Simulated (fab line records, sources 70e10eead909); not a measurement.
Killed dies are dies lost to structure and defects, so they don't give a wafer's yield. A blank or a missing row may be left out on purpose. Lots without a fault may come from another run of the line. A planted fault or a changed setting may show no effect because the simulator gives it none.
Chamber matching | flow nand_harc | NHARC_A_CHANNEL_FILL_D1_ETCHBACK_20 on rie_diel-07: 4 sister chambers
The step etches the open film in C4F8/O2/Ar, target depth 27 nm, time 13.5 s. 7 wafers are shown with their chamber, then 7 later ones without.

WAFERS WITH THEIR CHAMBER
wafer  | chamber | rf_vpp_V (V) | bias_w (W)
L078.2 | 2       | 981          | 1503
L078.5 | 2       | 981          | 1502
L082.3 | 0       | 972          | 1509
L084.3 | 1       | 973          | 1499
L084.6 | 3       | 979          | 1502
L089.1 | 3       | 980          | 1501
L089.4 | 0       | 973          | 1502

WAFERS WITHOUT THEIR CHAMBER
wafer  | rf_vpp_V (V) | bias_w (W)
L089.5 | 980          | 1502
L091.1 | 971          | 1501
L091.3 | 981          | 1498
L091.5 | 971          | 1496
L092.1 | 979          | 1498
L092.2 | 971          | 1499
L092.4 | 979          | 1504

WHICH CHAMBER EACH WENT THROUGH
wafer  | from the rows above     | in truth
L089.5 | can't be placed: 3 or 2 | 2
L091.1 | can't be placed: 0 or 1 | 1
L091.3 | can't be placed: 2 or 3 | 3
L091.5 | can't be placed: 1 or 0 | 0
L092.1 | 3                       | 3
L092.2 | can't be placed: 0 or 1 | 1
L092.4 | 3                       | 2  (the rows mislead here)
Placed correctly: 1 of 7. Can't be placed from these rows: 5 (the true chamber is among the candidates in 5). Placed wrongly: 1.
How it was worked out, from the rows above alone: a wafer's distance from a chamber is the root of the sum, over the readings, of the square of ((its reading less the chamber's mean) divided by the reading's scatter). The wafer belongs to the nearest chamber; if the next one is less than 2 further off, it can't be placed. A chamber's mean is the mean of its shown wafers. The scatter: the root of (the sum of the squares of (reading less its chamber's mean) over the shown wafers, divided by (wafers less chambers)).
